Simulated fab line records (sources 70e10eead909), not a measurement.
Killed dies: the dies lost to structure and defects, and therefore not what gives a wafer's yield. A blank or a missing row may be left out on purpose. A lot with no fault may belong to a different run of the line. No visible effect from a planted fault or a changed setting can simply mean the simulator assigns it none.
A single fault, viewed from 2 desks	flow nand_harc	numbers are kept per desk, each desk with only its own; the story behind them comes last

THE DEFECT DESK
Inspection counts along the route, by lot: the mean over sampled wafers that carry a number. Any lot whose mean is over 4 standard deviations away from the usual mean is out of limits and marked OUT; that distance is given in the brackets.
Columns: A = raw_defect_count at NHARC_THIN_TSV_INSPECT_40, usual 551
lot	first seen here	A
L479	day 24 16:11	491
L481	day 24 16:11	577
L480	day 25 02:49	580
L482	day 25 02:49	594
L486	day 27 16:59	552
L487	day 28 01:51	448
L489	day 28 23:32	548
L490	day 29 04:56	496
L492	day 29 04:56	753
L493	day 30 02:02	419
L500	day 33 02:07	1032 (+5.0) OUT
L501	day 33 02:07	1098 (+5.6) OUT
This desk's verdict: out of limits on L500, L501, starting with L500 at day 33 02:07 (raw_defect_count at NHARC_THIN_TSV_INSPECT_40). L479, L481, L480, L482, L486, L487, L489, L490, L492, L493 stayed within limits.

FROM THE METROLOGY DESK
What the gauges read, lot by lot, whatever tool the lot ran on: means of the sampled wafers that have a number. Any lot whose mean is over 4 standard deviations away from the usual mean is out of limits and marked OUT; that distance is given in the brackets.
Columns: A = cd_nm at NHARC_THIN_TSV_CD_MEAS_33, usual 4999.5 nm
lot	first seen here	A
L479	day 24 06:28	5001.7
L481	day 24 07:47	5000.6
L482	day 24 20:50	4997.5
L480	day 24 22:32	4997.6
L486	day 27 08:19	4997.2
L487	day 27 19:53	4997.8
L489	day 28 18:24	5000.3
L490	day 28 22:55	4998.5
L492	day 29 00:03	5000.2
L493	day 29 20:02	5001.0
L501	day 32 20:11	5000.3
L500	day 32 21:27	4998.1
Finding of this desk: none of the 12 lots has anything out of limits.

ALL TOGETHER
The defect desk could have raised an alarm at day 33 02:07, on L500, L501.
Nothing out of limits was seen by the metrology desk.
The metrology desk has L500, L501 on record, within its limits.
Every lot named ran NHARC_THIN_TSV_STRIP_57 on wet_bench-10.

WHAT THE SIMULATOR HAD INSERTED
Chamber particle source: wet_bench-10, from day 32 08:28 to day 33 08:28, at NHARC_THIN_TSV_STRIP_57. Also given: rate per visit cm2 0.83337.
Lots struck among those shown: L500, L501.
Hours from the fault's start to each desk's first reading out of limits: the defect desk, 18.
